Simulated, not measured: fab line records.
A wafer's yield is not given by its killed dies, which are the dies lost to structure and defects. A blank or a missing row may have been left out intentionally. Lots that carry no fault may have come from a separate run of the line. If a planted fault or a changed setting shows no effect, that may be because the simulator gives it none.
fab line records	flow n5-finfet
record lots=7	wafers=21
route steps=1938 shown BEOL_M11@1543 BEOL_M13@1661 BEOL_M14@1770 BEOL_M15@1773
start-h: the number of hours between the record's first day and the start of the first shown wafer of the lot	wait-h: hours from the lot's prior step to this one	" same as the row above	L1.1+2: one row covering several wafers at once	- no value, or no start was given	* or withheld: withheld	< > ~ a bound
route shown NAME@n: names a module that has steps shown in the file, with the first one's number in the route	usual: mean/standard deviation taken from wafers without a fault	same: alike in all rows	chamber/n: place in a boat	sites: the reading at each site	_std_site: their standard deviation	_edge_site: mean of outer sites minus mean of inner sites	radius-mm: for every site, how far away it sits from the centre of the wafer	mask NAME#n: copy n	behind: the most recent tool/chamber to have shaped the wafer	hold: what put the lot on hold/how long, in hours/how the hold closed	device: the n, p or np transistor that did not switch	end of line: at the end of the route, the tests of the same wafers	step lacking rows: just its recipe	killed: not the wafer's yield, but the dies lost to structure and defects at the first sort	map: dies across one wafer; x = killed, . = not, _ = none there
set.NAME: the setting as run; set.NAME@STEP: as run at that earlier step	model.NAME: the simulator's own value behind a step, which no gauge read
lots where settings were altered on purpose, with a table for each step and a row for each wafer
## steps
# step N5_BEOL_M11_COAT_05
# recipe resist=CAR-ArF	spin-rpm=1500	resist-thk-nm=90
lot.wafer	tool	chamber	start-h	wait-h	set.spin-rpm	model.CAR-ArF_of_BEOL_M11_COAT_05.thk-nm
L075.2	litho-track-04	0	-	-	1613	86.6
L075.3	"	0	"	"	1500	90
L075.4	"	0	"	"	1500	89.8
L078.1+2	litho-track-05	0	-	-	1500	90.2
L078.5	"	0	"	"	1500	89.8
L081.3	litho-track-04	0	-	-	1345	95.4
L081.5	"	0	"	"	1500	90.4
L081.6	"	0	"	"	1345	95.2
L080.2	litho-track-05	0	-	-	1668	85.2
L080.4+6	"	0	"	"	1500	89.8
L087.3	litho-track-01	0	-	-	1500	89.6
L087.4	"	0	"	"	1550	87.8
L087.6	"	0	"	"	1550	88
L093.4+6	litho-track-01	0	-	-	1500	89.8
L093.5	"	0	"	"	1391	93.4
L096.2+5	litho-track-04	0	-	-	1500	89.8
L096.4	"	0	"	"	1500	90.2
# step N5_BEOL_M11_EBR_07
# recipe solvent=PGMEA	ebr-width-mm=1.5
# step N5_BEOL_M11_SOFTBAKE_06
# recipe temp-c=110	time-s=60	resist=CAR-ArF
# step N5_BEOL_M11_EXPOSE_08
# recipe mask-id=M11	na=1.35	source-shape=dipole	sigma-inner=0.411	sigma-outer=0.611	polarization=te	dose-mj=53.75
# step N5_BEOL_M11_PEB_09
# recipe peb-temp-c=withheld	peb-time-s=60	resist=CAR-ArF
# step N5_BEOL_M11_DEVELOP_10
# recipe develop-time-s=30	developer=TMAH	resist=CAR-ArF	rinse-liquid=diw	dry=air-spin	dev-temp-c=23
lot.wafer	tool	chamber	start-h	wait-h	set.spin-rpm@BEOL_M11_COAT_05	model.CAR-ArF_of_BEOL_M11_COAT_05.thk-nm
L075.2	litho-track-04	0	-	-	1613	84.8
L075.3+4	"	0	"	"	1500	88.2
L078.1+2	litho-track-01	0	-	-	1500	88.4
L078.5	"	0	"	"	1500	88.2
L081.3+6	litho-track-05	0	-	-	1345	93.6
L081.5	"	0	"	"	1500	88.6
L080.2	litho-track-04	0	-	-	1668	83.6
L080.4+6	"	0	"	"	1500	88
L087.3	litho-track-04	0	-	-	1500	87.8
L087.4	"	0	"	"	1550	86.2
L087.6	"	0	"	"	1550	86.4
L093.4+6	litho-track-04	0	-	-	1500	88.2
L093.5	"	0	"	"	1391	91.6
L096.2+5	litho-track-05	0	-	-	1500	88.2
L096.4	"	0	"	"	1500	88.4
# step N5_BEOL_M11_DESCUM_16
# recipe chemistry=O2	time-s=7.9	source-power-w=50	bias-power-w=20	pressure-mtorr=20	rf-frequency-hz=2.712e+07	temp-c=40	resist=CAR-ArF	o2-flow-sccm=225
lot.wafer	tool	chamber	start-h	wait-h	set.spin-rpm@BEOL_M11_COAT_05	model.CAR-ArF_of_BEOL_M11_COAT_05.thk-nm
L075.2	rie-diel-05	1	246.76	0.0	1613	80.2
L075.3+4	"	0	"	"	1500	83.4
L078.1	rie-diel-05	1	253.32	0.0	1500	83.8
L078.2	"	0	"	"	1500	83.6
L078.5	"	1	"	"	1500	83.4
L081.3+6	rie-diel-02	0	263.75	0.0	1345	88.8
L081.5	"	3	"	"	1500	83.8
L080.2	rie-diel-04	2	271.94	0.2	1668	78.6
L080.4+6	"	3,1	"	"	1500	83.2
L087.3	rie-diel-05	2	331.40	0.0	1500	83
L087.4	"	3	"	"	1550	81.2
L087.6	"	2	"	"	1550	81.4
L093.4+6	rie-diel-02	1	343.80	0.4	1500	83.2
L093.5	"	0	"	"	1391	87
L096.2+5	rie-diel-02	3	398.25	0.0	1500	83.4
L096.4	"	1	"	"	1500	83.6
# step N5_BEOL_M11_ETCH_61
# recipe chemistry=CF4	target=SiARC	target-depth-a=390	mask-material=CAR-ArF	time-s=65	ion-energy-ev=80	pressure-mtorr=40	source-w=545	bias-w=36	Ar_flow_sccm=100	cf4-flow-sccm=100	ends=cleared
# step N5_BEOL_M11_ETCH_62
# recipe chemistry=N2/H2	target=SOC	target-depth-a=1100	overetch-a=220	mask-material=SiARC	temp-c=40	time-s=165	ion-energy-ev=200	pressure-mtorr=30	source-w=840	bias-w=150	n2-flow-sccm=200	h2-flow-sccm=200
lot.wafer	tool	chamber	start-h	wait-h	set.spin-rpm@BEOL_M11_COAT_59	model.etch.depth-nm
L075.2	rie-diel-05	1	246.84	0.0	1500	99.54
L075.3	"	0	"	"	1457	101.2
L075.4	"	0	"	"	1500	99.99
L078.1	rie-diel-05	1	253.40	0.0	1500	99.81
L078.2	"	0	"	"	1500	100
L078.5	"	1	"	"	1500	99.76
L081.3	rie-diel-02	0	263.83	0.0	1358	104.8
L081.5	"	3	"	"	1500	99.95
L081.6	"	0	"	"	1500	99.6
L080.2	rie-diel-04	2	272.03	0.0	1500	99.52
L080.4	"	3	"	"	1500	99.57
L080.6	"	1	"	"	1500	99.76
L087.3	rie-diel-05	2	331.48	0.0	1500	100.4
L087.4	"	3	"	"	1336	106.4
L087.6	"	2	"	"	1336	106.2
L093.4	rie-diel-02	1	343.88	0.0	1500	99.86
L093.5	"	0	"	"	1500	99.88
L093.6	"	1	"	"	1500	99.98
L096.2	rie-diel-02	3	398.34	0.0	1650	95.13
L096.4	"	1	"	"	1500	99.82
L096.5	"	3	"	"	1500	99.83
# step N5_BEOL_M11_STRIP_68
# recipe chemistry=N2/H2	temp-c=40	n2-flow-sccm=200	h2-flow-sccm=200	rf-frequency-hz=6e+07
# step N5_BEOL_M11_STRIP_67
# recipe chemistry=CF4	resist=SiARC	power-w=300	bias-power-w=75	pressure-mtorr=50	cf4-flow-sccm=150	rf-frequency-hz=6e+07
# step N5_BEOL_M11_HM_OPEN_17
# recipe chemistry=Cl2/BCl3	target-depth-a=200	overetch-a=60	target=TiN	mask-material=SOC	ion-energy-ev=150	pressure-mtorr=10	icp-w=1000	bias-w=126	Cl2_flow_sccm=53.25	bcl3-flow-sccm=21.75	Ar_flow_sccm=25
lot.wafer	tool	chamber	start-h	wait-h	set.spin-rpm@BEOL_M11_COAT_59	model.SOC_of_BEOL_M11_COAT_59.thk-nm
L075.2	rie-metal-01	0	247.06	0.1	1500	91.8
L075.3	"	0	"	"	1457	93.2
L075.4	"	0	"	"	1500	92
L078.1	rie-metal-02	0	253.59	0.0	1500	91.6
L078.2	"	1	"	"	1500	92
L078.5	"	1	"	"	1500	91.8
L081.3	rie-metal-01	1	264.08	0.1	1358	96.6
L081.5	"	1	"	"	1500	91.8
L081.6	"	1	"	"	1500	91.4
L080.2+4	rie-metal-03	0	272.21	0.0	1500	91.6
L080.6	"	1	"	"	1500	92
L087.3	rie-metal-02	0	331.70	0.1	1500	92.4
L087.4	"	1	"	"	1336	98.6
L087.6	"	0	"	"	1336	98.2
L093.4+5	rie-metal-02	0	344.10	0.1	1500	91.8
L093.6	"	1	"	"	1500	92.2
L096.2	rie-metal-02	0	398.53	0.0	1650	87
L096.4	"	0	"	"	1500	91.8
L096.5	"	1	"	"	1500	92
# step N5_BEOL_M13_COAT_58
# recipe resist=BARC	temp-c=205	time-s=60	spin-rpm=1500	resist-thk-nm=89
lot.wafer	tool	chamber	start-h	wait-h	set.spin-rpm	model.BARC_of_BEOL_M13_COAT_58.thk-nm
L075.2+3	litho-track-03	0	255.12	0.0	1500	88.6
L075.4	"	0	"	"	1500	88.8
L078.1	litho-track-03	0	267.92	0.0	1500	89
L078.2+5	"	0	"	"	1500	88.6
L081.3+6	litho-track-05	0	274.42	0.0	1500	89.2
L081.5	"	0	"	"	1500	89
L080.2	litho-track-03	0	285.13	0.0	1660	85
L080.4	"	0	"	"	1660	84.8
L080.6	"	0	"	"	1500	89.2
L087.3	litho-track-03	0	341.03	0.0	1500	89.6
L087.4	"	0	"	"	1640	85.6
L087.6	"	0	"	"	1500	89.2
L093.4	litho-track-05	0	360.11	0.0	1500	89
L093.5	"	0	"	"	1500	88.8
L093.6	"	0	"	"	1500	89.2
L096.2+5	litho-track-01	0	413.47	0.0	1372	93.2
L096.4	"	0	"	"	1500	89
# step N5_BEOL_M13_COAT_04
# recipe spin-rpm=1625	resist-thk-nm=400
# step N5_BEOL_M13_EBR_06
# recipe solvent=PGMEA	ebr-width-mm=1.5
# step N5_BEOL_M13_DESCUM_15
# recipe chemistry=O2	time-s=7.9	source-power-w=50	bias-power-w=20	pressure-mtorr=20	rf-frequency-hz=2.712e+07	temp-c=40	o2-flow-sccm=225
# step N5_BEOL_M13_ETCH_59
# recipe chemistry=N2/H2	target=BARC	target-depth-a=890	overetch-a=267	time-s=67.9	ion-energy-ev=200	pressure-mtorr=30	source-w=840	bias-w=150	n2-flow-sccm=200	h2-flow-sccm=200
lot.wafer	tool	chamber	start-h	wait-h	set.spin-rpm@BEOL_M13_COAT_58	model.etch.depth-nm
L075.2	rie-diel-04	3	255.51	0.0	1500	88.61
L075.3	"	0	"	"	1500	88.57
L075.4	"	0	"	"	1500	88.74
L078.1	rie-diel-02	0	268.56	0.0	1500	88.99
L078.2	"	1	"	"	1500	88.69
L078.5	"	1	"	"	1500	88.63
L081.3	rie-diel-02	3	274.81	0.0	1500	89.2
L081.5	"	1	"	"	1500	89
L081.6	"	2	"	"	1500	89.16
L080.2	rie-diel-02	1	285.65	0.0	1660	84.91
L080.4	"	2	"	"	1660	84.85
L080.6	"	3	"	"	1500	89.16
L087.3	rie-diel-05	1	341.42	0.0	1500	89.52
L087.4	"	0	"	"	1640	85.55
L087.6	"	2	"	"	1500	89.3
L093.4	rie-diel-04	3	360.68	0.0	1500	88.95
L093.5	"	2	"	"	1500	88.83
L093.6	"	1	"	"	1500	89.1
L096.2	rie-diel-02	1	413.99	0.0	1372	93.23
L096.4	"	0	"	"	1500	89.09
L096.5	"	1	"	"	1372	93.13
# step N5_BEOL_M13_VIA_ETCH_16
# recipe chemistry=C4F8/O2/Ar	target=SiOC	pressure-mtorr=30	source-w=3000	bias-w=700	Ar_flow_sccm=400	C4F8_flow_sccm=15	O2_flow_sccm=8	he-inner-torr=15	he-outer-torr=30	target-depth-a=9217	time-s=withheld	ion-energy-ev=250	ends=cleared
# step N5_BEOL_M13_STRIP_63
# recipe chemistry=N2/H2	power-w=1000	temp-c=250	h2-frac=0.65	overash-fraction=0.3	pressure-mtorr=1000	n2-flow-sccm=1750	h2-flow-sccm=3250
# step N5_BEOL_M13_STRIP_64
# recipe chemistry=N2/H2	power-w=1000	temp-c=250	h2-frac=0.65	overash-fraction=0.3	pressure-mtorr=withheld	n2-flow-sccm=1750	h2-flow-sccm=3250
# usual strip-time-to-endpoint-s=31.32/0.079
lot.wafer	tool	chamber	start-h	wait-h	set.spin-rpm@BEOL_M13_COAT_58	strip-time-to-endpoint-s
L075.2	plasma-asher-01	0	255.86	0.0	1500	31.20
L075.3	"	0	"	"	1500	31.19
L075.4	"	1	"	"	1500	31.22
L078.1	plasma-asher-02	1	268.91	0.0	1500	31.29
L078.2	"	0	"	"	1500	31.23
L078.5	"	0	"	"	1500	31.19
L081.3	plasma-asher-01	0	275.18	0.0	1500	31.36
L081.5	"	1	"	"	1500	31.31
L081.6	"	0	"	"	1500	31.35
L080.2	plasma-asher-01	0	286.00	0.0	1660	30.14
L080.4	"	0	"	"	1660	30.13
L080.6	"	0	"	"	1500	31.34
L087.3	plasma-asher-01	0	342.10	0.0	1500	31.46
L087.4	"	1	"	"	1640	30.34
L087.6	"	0	"	"	1500	31.40
L093.4	plasma-asher-02	0	361.05	0.0	1500	31.28
L093.5	"	1	"	"	1500	31.27
L093.6	"	0	"	"	1500	31.34
L096.2	plasma-asher-01	1	414.34	0.0	1372	32.52
L096.4	"	1	"	"	1500	31.33
L096.5	"	0	"	"	1372	32.50
# step N5_BEOL_M13_COAT_22
# recipe spin-rpm=2888	resist-thk-nm=300
lot.wafer	tool	chamber	start-h	wait-h	set.spin-rpm	model.coat_of_BEOL_M13_COAT_22.thk-nm
L075.2	litho-track-03	0	-	-	2613	313
L075.3	"	0	"	"	2888	297.6
L075.4	"	0	"	"	2613	313.4
L078.1	litho-track-01	0	-	-	2888	299
L078.2	"	0	"	"	2888	298.8
L078.5	"	0	"	"	2888	299.2
L081.3	litho-track-03	0	-	-	2888	300.2
L081.5	"	0	"	"	3206	284
L081.6	"	0	"	"	2888	298.6
L080.2	litho-track-03	0	-	-	2888	299.4
L080.4	"	0	"	"	2975	295.8
L080.6	"	0	"	"	2975	294.4
L087.3	litho-track-05	0	-	-	2888	299.6
L087.4+6	"	0	"	"	2888	299
L093.4	litho-track-05	0	-	-	2888	300.4
L093.5	"	0	"	"	2888	300
L093.6	"	0	"	"	2709	309.6
L096.2	litho-track-01	0	-	-	2888	300.8
L096.4	"	0	"	"	3086	291
L096.5	"	0	"	"	2888	300.4
# step N5_BEOL_M13_ETCH_67
# recipe chemistry=CF4	target=SiARC	target-depth-a=1430	time-s=238.3	ion-energy-ev=80	pressure-mtorr=40	source-w=545	bias-w=36	Ar_flow_sccm=100	cf4-flow-sccm=100	ends=cleared
# usual rf-vpp-V=184.4/1.1
lot.wafer	tool	chamber	start-h	wait-h	set.bias-w	rf-vpp-V
L075.2	rie-diel-02	3	256.61	0.0	31.47	168.6
L075.3	"	1	"	"	36	184.6
L075.4	"	1	"	"	31.47	170.5
L078.1	rie-diel-02	1	269.50	0.0	36	186.1
L078.2	"	3	"	"	36	186.8
L078.5	"	3	"	"	36	185.9
L081.3	rie-diel-05	0	275.93	0.0	33.49	177.0
L081.5	"	1	"	"	33.49	173.8
L081.6	"	2	"	"	36	182.7
L080.2	rie-diel-02	0	286.61	0.0	29.79	164.7
L080.4	"	1	"	"	29.79	164.3
L080.6	"	3	"	"	29.79	165.3
L087.3	rie-diel-04	2	342.82	0.0	36	184.2
L087.4	"	3	"	"	36	184.7
L087.6	"	1	"	"	36	186.6
L093.4	rie-diel-05	2	361.88	0.0	39.48	194.2
L093.5	"	2	"	"	39.48	194.4
L093.6	"	3	"	"	39.48	195.0
L096.2	rie-diel-02	2	415.06	0.0	36	183.6
L096.4	"	0	"	"	40.15	198.6
L096.5	"	1	"	"	36	185.0
# step N5_BEOL_M14_DEP_53
# recipe material=SiCN	target-thk-a=500	temp-c=withheld	precursor=3MS/NH3	pressure-torr=3	rf-w=675	time-s=17.8
lot.wafer	tool	chamber	start-h	wait-h	set.time-s	model.SiCN_of_BEOL_M14_DEP_53.thk-nm
L075.2	pecvd-04	1	266.95	0.0	17.8	48.8
L075.3	"	0	"	"	20.24	56.4
L075.4	"	2	"	"	20.24	56.6
L078.1	pecvd-01	0	281.79	0.0	17.8	50
L078.2	"	1	"	"	17.8	49.4
L078.5	"	0	"	"	17.8	50.8
L081.3	pecvd-04	0	291.66	0.0	19.17	53.8
L081.5	"	0	"	"	19.17	53.6
L081.6	"	1	"	"	19.17	53.2
L080.2	pecvd-01	1	298.82	0.0	17.8	49.6
L080.4	"	0	"	"	17.8	50.2
L080.6	"	2	"	"	16.92	48.8
L087.3	pecvd-04	1	350.50	0.0	17.8	48.8
L087.4	"	0	"	"	17.8	50.6
L087.6	"	1	"	"	18.49	51.2
L093.4	pecvd-01	1	373.92	0.0	17.8	50.4
L093.5	"	0	"	"	16.71	47.4
L093.6	"	2	"	"	17.8	51
L096.2	pecvd-03	2	424.80	0.0	17.8	49.6
L096.4	"	0	"	"	17.8	49.8
L096.5	"	2	"	"	17.8	50.6
# step N5_BEOL_M15_ILD_DEP_00
# recipe material=SiO2	target-thk-a=16293	temp-c=400	precursor=TEOS/O2	pressure-torr=6.5	rf-w=900	teos-flow-sccm=161.4	gas=O2	flow-sccm=2650	time-s=346.1
lot.wafer	tool	chamber	start-h	wait-h	set.temp-c	model.SiO2_of_BEOL_M15_ILD_DEP_00.thk-nm
L075.2	pecvd-04	1	267.08	0.0	400	1610
L075.3	"	2	"	"	400	1633
L075.4	"	1	"	"	405.2	1579
L078.1	pecvd-02	2	281.92	0.0	400	1604
L078.2	"	0	"	"	400	1628
L078.5	"	0	"	"	400	1642
L081.3	pecvd-01	2	291.79	0.0	393.8	1701
L081.5	"	1	"	"	400	1622
L081.6	"	2	"	"	393.8	1722
L080.2	pecvd-02	0	298.95	0.0	400	1613
L080.4	"	2	"	"	392.8	1706
L080.6	"	0	"	"	400	1652
L087.3	pecvd-02	0	350.74	0.1	400	1653
L087.4	"	1	"	"	400	1633
L087.6	"	1	"	"	400	1625
L093.4	pecvd-02	2	374.14	0.1	395.7	1681
L093.5	"	0	"	"	395.7	1675
L093.6	"	1	"	"	400	1631
L096.2	pecvd-01	1	424.93	0.0	400	1642
L096.4	"	1	"	"	400	1643
L096.5	"	0	"	"	398	1673
# step N5_BEOL_M15_THK_MEAS_01
# recipe reads=SiO2_of_BEOL_M15_ILD_DEP_00
# usual M15_ILD_THK=1629/21
lot.wafer	tool	chamber	start-h	wait-h	set.temp-c@BEOL_M15_ILD_DEP_00	M15_ILD_THK[nm]
L075.2	film-metro-01	-	267.33	0.1	400	1613
L075.3	"	-	"	"	400	1632
L075.4	"	-	"	"	405.2	1580
L078.1	film-metro-01	-	282.17	0.1	400	1604
L078.2	"	-	"	"	400	1628
L078.5	"	-	"	"	400	1642
L081.3	film-metro-02	-	292.05	0.1	393.8	1701
L081.5	"	-	"	"	400	1622
L081.6	"	-	"	"	393.8	1721
L080.2	film-metro-02	-	299.20	0.1	400	1612
L080.4	"	-	"	"	392.8	1707
L080.6	"	-	"	"	400	1653
L087.3	film-metro-01	-	350.99	0.1	400	1654
L087.4	"	-	"	"	400	1633
L087.6	"	-	"	"	400	1626
L093.4	film-metro-02	-	374.29	0.0	395.7	1681
L093.5	"	-	"	"	395.7	1675
L093.6	"	-	"	"	400	1631
L096.2	film-metro-02	-	425.39	0.4	400	1642
L096.4	"	-	"	"	400	1641
L096.5	"	-	"	"	398	1673
# step N5_BEOL_M15_COAT_58
# recipe resist=BARC	temp-c=205	time-s=60	spin-rpm=1500	resist-thk-nm=89
# step N5_BEOL_M15_COAT_04
# recipe spin-rpm=1704	resist-thk-nm=800
# step N5_BEOL_M15_DESCUM_15
# recipe chemistry=O2	time-s=7.9	source-power-w=50	bias-power-w=20	pressure-mtorr=20	rf-frequency-hz=2.712e+07	temp-c=40	o2-flow-sccm=225
# step N5_BEOL_M15_ETCH_59
# recipe chemistry=N2/H2	target=BARC	target-depth-a=890	overetch-a=267	time-s=67.9	ion-energy-ev=200	pressure-mtorr=30	source-w=840	bias-w=150	n2-flow-sccm=200	h2-flow-sccm=200
# step N5_BEOL_M15_VIA_ETCH_16
# recipe chemistry=C4F8/O2/Ar	target=SiO2	he-inner-torr=15	he-outer-torr=30	target-depth-a=17922	time-s=withheld	ion-energy-ev=800	pressure-mtorr=20	source-w=1905	bias-w=2040	Ar_flow_sccm=400	C4F8_flow_sccm=16	O2_flow_sccm=12	ends=cleared
lot.wafer	tool	chamber	start-h	wait-h	set.temp-c@BEOL_M15_ILD_DEP_00	model.etch.depth-nm
L075.2	rie-diel-05	2	267.81	0.0	400	1610
L075.3	"	3	"	"	400	1633
L075.4	"	0	"	"	405.2	1579
L078.1	rie-diel-05	0	282.65	0.0	400	1604
L078.2	"	1	"	"	400	1628
L078.5	"	3	"	"	400	1642
L081.3	rie-diel-02	3	292.52	0.0	393.8	1701
L081.5	"	1	"	"	400	1622
L081.6	"	0	"	"	393.8	1722
L080.2	rie-diel-05	3	299.68	0.0	400	1613
L080.4	"	0	"	"	392.8	1706
L080.6	"	1	"	"	400	1652
L087.3	rie-diel-04	2	351.59	0.0	400	1653
L087.4	"	1	"	"	400	1633
L087.6	"	3	"	"	400	1625
L093.4	rie-diel-05	2	375.13	0.1	395.7	1681
L093.5	"	3	"	"	395.7	1675
L093.6	"	1	"	"	400	1631
L096.2	rie-diel-05	0	425.87	0.0	400	1642
L096.4	"	0	"	"	400	1643
L096.5	"	3	"	"	398	1673
## key
split step=N5_BEOL_M11_COAT_05	setting=spin-rpm	stated=1500	by=wafer
response step=N5_BEOL_M11_COAT_05	reading=model.CAR-ArF_of_BEOL_M11_COAT_05.thk-nm	change=-0.45	per=1%	r=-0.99
response step=N5_BEOL_M11_DEVELOP_10	reading=model.CAR-ArF_of_BEOL_M11_COAT_05.thk-nm	change=-0.443	per=1%	r=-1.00
response step=N5_BEOL_M11_DESCUM_16	reading=model.CAR-ArF_of_BEOL_M11_COAT_05.thk-nm	change=-0.455	per=1%	r=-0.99
split step=N5_BEOL_M13_COAT_58	setting=spin-rpm	stated=1500	by=wafer
response step=N5_BEOL_M13_COAT_58	reading=model.BARC_of_BEOL_M13_COAT_58.thk-nm	change=-0.428	per=1%	r=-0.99
response step=N5_BEOL_M13_ETCH_59	reading=model.etch.depth-nm	change=-0.426	per=1%	r=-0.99
response step=N5_BEOL_M13_STRIP_64	reading=strip-time-to-endpoint-s	change=*	per=1%	r=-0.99
split step=N5_BEOL_M13_COAT_22	setting=spin-rpm	stated=2888	by=wafer
response step=N5_BEOL_M13_COAT_22	reading=model.coat_of_BEOL_M13_COAT_22.thk-nm	change=-1.49	per=1%	r=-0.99
split step=N5_BEOL_M13_ETCH_67	setting=bias-w	stated=36	by=wafer
response step=N5_BEOL_M13_ETCH_67	reading=rf-vpp-V	change=+1.19	per=1%	r=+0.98
split step=N5_BEOL_M14_DEP_53	setting=time-s	stated=17.8	by=wafer
response step=N5_BEOL_M14_DEP_53	reading=model.SiCN_of_BEOL_M14_DEP_53.thk-nm	change=+0.517	per=1%	r=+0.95
split step=N5_BEOL_M15_ILD_DEP_00	setting=temp-c	stated=400	by=wafer
response step=N5_BEOL_M15_ILD_DEP_00	reading=model.SiO2_of_BEOL_M15_ILD_DEP_00.thk-nm	change=-44.8	per=1%	r=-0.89
response step=N5_BEOL_M15_THK_MEAS_01	reading=M15_ILD_THK	change=-45.2	per=1%	r=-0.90
response step=N5_BEOL_M15_VIA_ETCH_16	reading=model.etch.depth-nm	change=-44.8	per=1%	r=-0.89
split outside-this-file step=N5_BEOL_M11_COAT_59 setting=spin-rpm
# split outside-this-file: this setting was split too, and the file shows its column; the key of that split is in another file
